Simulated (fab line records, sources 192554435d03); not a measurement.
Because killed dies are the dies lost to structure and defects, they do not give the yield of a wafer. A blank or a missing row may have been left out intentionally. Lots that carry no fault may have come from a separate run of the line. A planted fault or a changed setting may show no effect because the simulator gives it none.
Which tool was responsible? / flow n5-finfet / 10 lots with 30 wafers sampled at 6 steps, on a route of 1938 steps

== WHAT EACH GAUGE READ, for each wafer ==
N5_SD_EPI_P_INSPECT_11: inspects for defects (macro). Usual: raw-defect-count 2.1, standard deviation 1.4.
lot=L435; measured=day 3 12:17; on=defect-inspect-02; raw-defect-count=2 1 3; flag=
lot=L436; measured=day 3 18:05; on=defect-inspect-02; raw-defect-count=1 1 2; flag=
lot=L439; measured=day 4 12:49; on=defect-inspect-01; raw-defect-count=1 1 0; flag=
lot=L440; measured=day 4 19:06; on=defect-inspect-02; raw-defect-count=1 1 1; flag=
lot=L441; measured=day 5 05:31; on=defect-inspect-02; raw-defect-count=0 3 2; flag=
lot=L443; measured=day 5 19:11; on=defect-inspect-02; raw-defect-count=3 1 1; flag=
lot=L451; measured=day 7 13:34; on=defect-inspect-02; raw-defect-count=2 3 2; flag=
lot=L452; measured=day 7 22:52; on=defect-inspect-01; raw-defect-count=2 3 0; flag=
lot=L453; measured=day 7 23:20; on=defect-inspect-01; raw-defect-count=6 3 2; flag=
lot=L456; measured=day 8 15:56; on=defect-inspect-01; raw-defect-count=4 2 1; flag=

N5_SD_EPI_P_INSPECT_26: inspects for defects (darkfield). Usual: raw-defect-count 169, standard deviation 38.
lot=L435; measured=day 3 16:03; on=defect-inspect-01; raw-defect-count=251 204 222; flag=
lot=L436; measured=day 3 22:43; on=defect-inspect-02; raw-defect-count=124 153 95; flag=
lot=L439; measured=day 4 17:25; on=defect-inspect-01; raw-defect-count=206 216 205; flag=
lot=L440; measured=day 4 23:44; on=defect-inspect-02; raw-defect-count=149 124 131; flag=
lot=L441; measured=day 5 10:07; on=defect-inspect-01; raw-defect-count=176 204 218; flag=
lot=L443; measured=day 5 23:49; on=defect-inspect-02; raw-defect-count=133 149 182; flag=
lot=L451; measured=day 7 17:19; on=defect-inspect-02; raw-defect-count=161 1530 169; flag=OFF
lot=L452; measured=day 8 02:37; on=defect-inspect-02; raw-defect-count=189 181 153; flag=
lot=L453; measured=day 8 03:32; on=defect-inspect-02; raw-defect-count=134 103 1463; flag=OFF
lot=L456; measured=day 8 19:42; on=defect-inspect-01; raw-defect-count=176 177 206; flag=

N5_BEOL_M4_RC_MEAS_101. Usual: DIBL_N 36.9 mV/V, standard deviation 1.7; DIBL_P 36.7 mV/V, standard deviation 2.1; IOFF_N 0.17 nA/um, standard deviation 0.032; IOFF_P 0.22 nA/um, standard deviation 0.036; ION_N 674 uA/um, standard deviation 12; ION_P 461 uA/um, standard deviation 7; SS_N 71.7 mV/dec, standard deviation 0.6; SS_P 73.4 mV/dec, standard deviation 0.67; VT_N 249 mV, standard deviation 3.1; VT_P -250 mV, standard deviation 3.2.
lot=L435; measured=day 9 00:19; on=prober-02; DIBL_N (mV/V)=37.7 36.5 36.5; DIBL_P (mV/V)=37.5 35.6 36.0; IOFF_N (nA/um)=0.18 0.16 0.16; IOFF_P (nA/um)=0.22 0.19 0.19; ION_N (uA/um)=674 666 676; ION_P (uA/um)=463 456 453; SS_N (mV/dec)=71.6 71.3 71.7; SS_P (mV/dec)=73.8 73.2 73.5; VT_N (mV)=250 250 250; VT_P (mV)=-249 -252 -252; flag=
lot=L436; measured=day 8 18:03; on=prober-02; DIBL_N (mV/V)=35.1 37.2 37.5; DIBL_P (mV/V)=33.9 36.8 35.1; IOFF_N (nA/um)=0.13 0.17 0.17; IOFF_P (nA/um)=0.15 0.19 0.16; ION_N (uA/um)=653 682 677; ION_P (uA/um)=449 455 451; SS_N (mV/dec)=70.7 71.6 71.5; SS_P (mV/dec)=73.5 73.1 73.5; VT_N (mV)=251 251 248; VT_P (mV)=-257 -255 -256; flag=
lot=L439; measured=day 9 05:38; on=prober-02; DIBL_N (mV/V)=38.0 35.7 37.3; DIBL_P (mV/V)=40.4 36.3 39.3; IOFF_N (nA/um)=0.20 0.16 0.18; IOFF_P (nA/um)=0.27 0.20 0.26; ION_N (uA/um)=687 670 671; ION_P (uA/um)=469 464 463; SS_N (mV/dec)=72.1 71.7 72.3; SS_P (mV/dec)=73.6 72.8 73.7; VT_N (mV)=244 248 248; VT_P (mV)=-246 -251 -248; flag=
lot=L440; measured=day 9 04:58; on=prober-01; DIBL_N (mV/V)=38.8 36.9 37.5; DIBL_P (mV/V)=41.7 38.2 38.4; IOFF_N (nA/um)=0.23 0.18 0.19; IOFF_P (nA/um)=0.27 0.21 0.21; ION_N (uA/um)=694 676 683; ION_P (uA/um)=468 452 456; SS_N (mV/dec)=72.2 71.8 71.6; SS_P (mV/dec)=74.3 73.9 74.3; VT_N (mV)=245 250 248; VT_P (mV)=-251 -252 -254; flag=
lot=L441; measured=day 9 08:10; on=prober-01; DIBL_N (mV/V)=36.3 35.7 37.0; DIBL_P (mV/V)=36.9 35.5 37.6; IOFF_N (nA/um)=0.17 0.14 0.17; IOFF_P (nA/um)=0.23 0.21 0.25; ION_N (uA/um)=685 662 676; ION_P (uA/um)=471 460 467; SS_N (mV/dec)=71.0 71.5 71.1; SS_P (mV/dec)=73.6 73.7 72.9; VT_N (mV)=245 250 248; VT_P (mV)=-246 -250 -246; flag=
lot=L443; measured=day 10 05:55; on=prober-01; DIBL_N (mV/V)=34.8 34.6 35.2; DIBL_P (mV/V)=34.7 34.8 35.8; IOFF_N (nA/um)=0.15 0.13 0.15; IOFF_P (nA/um)=0.20 0.21 0.23; ION_N (uA/um)=662 657 673; ION_P (uA/um)=461 454 464; SS_N (mV/dec)=71.6 70.7 71.5; SS_P (mV/dec)=72.5 71.8 72.8; VT_N (mV)=251 253 251; VT_P (mV)=-249 -252 -249; flag=
lot=L451; measured=day 12 06:56; on=prober-02; DIBL_N (mV/V)=38.5 35.0 32.8; DIBL_P (mV/V)=38.0 34.8 32.0; IOFF_N (nA/um)=0.19 0.13 0.11; IOFF_P (nA/um)=0.24 0.20 0.16; ION_N (uA/um)=676 654 660; ION_P (uA/um)=466 458 455; SS_N (mV/dec)=71.9 71.2 70.6; SS_P (mV/dec)=73.7 72.8 72.6; VT_N (mV)=248 252 253; VT_P (mV)=-249 -252 -255; flag=
lot=L452; measured=day 12 15:16; on=prober-02; DIBL_N (mV/V)=36.3 34.8 37.2; DIBL_P (mV/V)=35.0 33.8 35.8; IOFF_N (nA/um)=0.17 0.13 0.18; IOFF_P (nA/um)=0.26 0.23 0.26; ION_N (uA/um)=681 668 681; ION_P (uA/um)=470 469 471; SS_N (mV/dec)=71.5 71.8 71.3; SS_P (mV/dec)=72.7 72.6 73.8; VT_N (mV)=247 254 247; VT_P (mV)=-245 -245 -245; flag=
lot=L453; measured=day 12 21:56; on=prober-01; DIBL_N (mV/V)=37.1 36.4 38.0; DIBL_P (mV/V)=37.7 35.5 38.3; IOFF_N (nA/um)=0.17 0.15 0.21; IOFF_P (nA/um)=0.27 0.22 0.28; ION_N (uA/um)=679 668 702; ION_P (uA/um)=465 461 472; SS_N (mV/dec)=72.8 71.0 73.2; SS_P (mV/dec)=73.5 73.3 74.1; VT_N (mV)=248 252 244; VT_P (mV)=-245 -245 -245; flag=
lot=L456; measured=day 13 07:12; on=prober-02; DIBL_N (mV/V)=37.5 38.9 35.0; DIBL_P (mV/V)=38.7 40.3 35.1; IOFF_N (nA/um)=0.20 0.23 0.14; IOFF_P (nA/um)=0.28 0.30 0.22; ION_N (uA/um)=681 696 660; ION_P (uA/um)=473 471 468; SS_N (mV/dec)=72.4 72.0 71.2; SS_P (mV/dec)=74.4 74.2 73.2; VT_N (mV)=244 245 251; VT_P (mV)=-247 -243 -249; flag=

== EACH LOT AND THE TOOL THAT RAN IT (in order: tool; ch and the chambers of the sampled wafers; start) ==
lot=L435; N5_SD_EPI_P_WET_ETCH_45=wet-bench-03 ch 0,2,3, day 3 13:06; N5_ILD0_CMP_07=cmp-04 ch 0,1,2, day 3 19:34; N5_ILD0_CMP_12=cmp-02 ch 0,1, day 3 23:29
lot=L436; N5_SD_EPI_P_WET_ETCH_45=wet-bench-03 ch 1,3,7, day 3 18:53; N5_ILD0_CMP_07=cmp-03 ch 1,3, day 4 02:18; N5_ILD0_CMP_12=cmp-04 ch 1,2, day 4 06:10
lot=L439; N5_SD_EPI_P_WET_ETCH_45=wet-bench-02 ch 1,2,3, day 4 13:38; N5_ILD0_CMP_07=cmp-02 ch 2,3, day 4 21:34; N5_ILD0_CMP_12=cmp-03 ch 2,3, day 5 01:35
lot=L440; N5_SD_EPI_P_WET_ETCH_45=wet-bench-02 ch 0,5,6, day 4 19:57; N5_ILD0_CMP_07=cmp-03 ch 1,2,3, day 5 04:20; N5_ILD0_CMP_12=cmp-04 ch 0,2,3, day 5 08:17
lot=L441; N5_SD_EPI_P_WET_ETCH_45=wet-bench-03 ch 0,2,3, day 5 06:21; N5_ILD0_CMP_07=cmp-03 ch 0,3, day 5 13:50; N5_ILD0_CMP_12=cmp-03 ch 0,1,3, day 5 17:06
lot=L443; N5_SD_EPI_P_WET_ETCH_45=wet-bench-03 ch 2,5,7, day 5 20:00; N5_ILD0_CMP_07=cmp-03 ch 1,2, day 6 03:29; N5_ILD0_CMP_12=cmp-03 ch 1,2, day 6 07:04
lot=L451; N5_SD_EPI_P_WET_ETCH_45=wet-bench-03 ch 0,6,7, day 7 14:23; N5_ILD0_CMP_07=cmp-03 ch 1,2,3, day 7 21:17; N5_ILD0_CMP_12=cmp-02 ch 1,2,3, day 8 00:47
lot=L452; N5_SD_EPI_P_WET_ETCH_45=wet-bench-04 ch 3,5,6, day 7 23:40; N5_ILD0_CMP_07=cmp-02 ch 1,2, day 8 06:40; N5_ILD0_CMP_12=cmp-04 ch 0,1, day 8 09:53
lot=L453; N5_SD_EPI_P_WET_ETCH_45=wet-bench-03 ch 0,4,7, day 8 00:26; N5_ILD0_CMP_07=cmp-04 ch 0,2,3, day 8 07:11; N5_ILD0_CMP_12=cmp-02 ch 0,2,3, day 8 10:31
lot=L456; N5_SD_EPI_P_WET_ETCH_45=wet-bench-04 ch 0,2,7, day 8 16:46; N5_ILD0_CMP_07=cmp-03 ch 0,1,2, day 8 23:20; N5_ILD0_CMP_12=cmp-03 ch 1,2,3, day 9 02:34
- N5_SD_EPI_P_WET_ETCH_45: etches SiO2 in dHF, time 10.7 s, target depth 2 nm, rinse time 30 s.
- N5_ILD0_CMP_07: polishes SiO2 flowable, stops on poly-Si, t overpolish 1.18 s, target thk 138.88 nm.
- N5_ILD0_CMP_12: polishes SiNx, stops on poly-Si, t overpolish 6 s, target thk 17.67 nm.

== WHAT THE TOOLS THEMSELVES READ (means of the sampled wafers that have a number; where no wafer has one, the mark that the record gives instead) ==
N5_ILD0_CMP_07. Usual: edge-zone-pressure-frac 1.000, standard deviation 0.0051; motor-current-A 12.7 A, standard deviation 1.4; platen-rpm 51.79 rpm, standard deviation 0.032.
lot=L435; tool=cmp-04; edge-zone-pressure-frac=0.998; motor-current-A (A)=12.0; platen-rpm (rpm)=51.78; flag=
lot=L436; tool=cmp-03; edge-zone-pressure-frac=0.999; motor-current-A (A)=14.0; platen-rpm (rpm)=51.79; flag=
lot=L439; tool=cmp-02; edge-zone-pressure-frac=0.998; motor-current-A (A)=13.4; platen-rpm (rpm)=51.80; flag=
lot=L440; tool=cmp-03; edge-zone-pressure-frac=0.998; motor-current-A (A)=14.3; platen-rpm (rpm)=51.80; flag=
lot=L441; tool=cmp-03; edge-zone-pressure-frac=1.002; motor-current-A (A)=12.3; platen-rpm (rpm)=51.79; flag=
lot=L443; tool=cmp-03; edge-zone-pressure-frac=1.004; motor-current-A (A)=14.3; platen-rpm (rpm)=51.79; flag=
lot=L451; tool=cmp-03; edge-zone-pressure-frac=1.002; motor-current-A (A)=14.5; platen-rpm (rpm)=51.83; flag=
lot=L452; tool=cmp-02; edge-zone-pressure-frac=0.999; motor-current-A (A)=12.6; platen-rpm (rpm)=51.79; flag=
lot=L453; tool=cmp-04; edge-zone-pressure-frac=0.995; motor-current-A (A)=11.6; platen-rpm (rpm)=51.82; flag=
lot=L456; tool=cmp-03; edge-zone-pressure-frac=0.996; motor-current-A (A)=13.2; platen-rpm (rpm)=51.79; flag=

N5_ILD0_CMP_12. Usual: edge-zone-pressure-frac 1.000, standard deviation 0.0048; motor-current-A 9.4 A, standard deviation 1.1; overpolish-run-s 5.999 s, standard deviation 0.0091; platen-rpm 51.80 rpm, standard deviation 0.034; time-to-endpoint-s 28.8 s, standard deviation 2.8.
lot=L435; tool=cmp-02; edge-zone-pressure-frac=1.002; motor-current-A (A)=9.0; overpolish-run-s (s)=5.993; platen-rpm (rpm)=51.80; time-to-endpoint-s (s)=27.6; flag=
lot=L436; tool=cmp-04; edge-zone-pressure-frac=1.001; motor-current-A (A)=9.1; overpolish-run-s (s)=5.998; platen-rpm (rpm)=51.84; time-to-endpoint-s (s)=31.8; flag=
lot=L439; tool=cmp-03; edge-zone-pressure-frac=0.994; motor-current-A (A)=11.1; overpolish-run-s (s)=6.015; platen-rpm (rpm)=51.83; time-to-endpoint-s (s)=30.3; flag=
lot=L440; tool=cmp-04; edge-zone-pressure-frac=0.998; motor-current-A (A)=8.0; overpolish-run-s (s)=5.997; platen-rpm (rpm)=51.83; time-to-endpoint-s (s)=27.3; flag=
lot=L441; tool=cmp-03; edge-zone-pressure-frac=0.996; motor-current-A (A)=9.5; overpolish-run-s (s)=5.997; platen-rpm (rpm)=51.79; time-to-endpoint-s (s)=28.0; flag=
lot=L443; tool=cmp-03; edge-zone-pressure-frac=1.002; motor-current-A (A)=10.9; overpolish-run-s (s)=5.998; platen-rpm (rpm)=51.77; time-to-endpoint-s (s)=31.3; flag=
lot=L451; tool=cmp-02; edge-zone-pressure-frac=1.004; motor-current-A (A)=9.5; overpolish-run-s (s)=6.000; platen-rpm (rpm)=51.79; time-to-endpoint-s (s)=25.9; flag=
lot=L452; tool=cmp-04; edge-zone-pressure-frac=0.997; motor-current-A (A)=8.5; overpolish-run-s (s)=5.992; platen-rpm (rpm)=51.77; time-to-endpoint-s (s)=30.2; flag=
lot=L453; tool=cmp-02; edge-zone-pressure-frac=1.000; motor-current-A (A)=9.6; overpolish-run-s (s)=6.001; platen-rpm (rpm)=51.80; time-to-endpoint-s (s)=25.5; flag=
lot=L456; tool=cmp-03; edge-zone-pressure-frac=0.997; motor-current-A (A)=10.5; overpolish-run-s (s)=5.994; platen-rpm (rpm)=51.80; time-to-endpoint-s (s)=27.7; flag=

== THE ANSWER, worked out from the rows above alone ==
Rule: lot off if the mean of its wafers having a number is beyond 3 standard deviations from the usual mean. Also off: a lot with no number at a reading for which 4 or more lots have one. Where the step has rows for the other lots, those lots are counted as sound. Order of review: gauges by route order, followed by the tools' own readings, for which a lot's mean as printed above is used. At the first step where some lot is off, the reading lying furthest off is the one used; lots without a number count as furthest.
Off: L451, L453 (N5_SD_EPI_P_INSPECT_26, raw-defect-count).
A tool fits if, at a process step before that reading, it ran every lot that is off, and no sound lot after the first of them. The gauges at N5_SD_EPI_P_INSPECT_26 are tried like those tools. One candidate fits, namely wet-bench-03 at N5_SD_EPI_P_WET_ETCH_45. Its last sound lot is L443 (day 5 20:00), its first lot that is off L451 (day 7 14:23): a fault that began between those two fits.

== WHAT THE SIMULATOR HAD INSERTED ==
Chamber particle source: wet-bench-03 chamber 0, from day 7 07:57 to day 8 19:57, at N5_SD_EPI_P_WET_ETCH_45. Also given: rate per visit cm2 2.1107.
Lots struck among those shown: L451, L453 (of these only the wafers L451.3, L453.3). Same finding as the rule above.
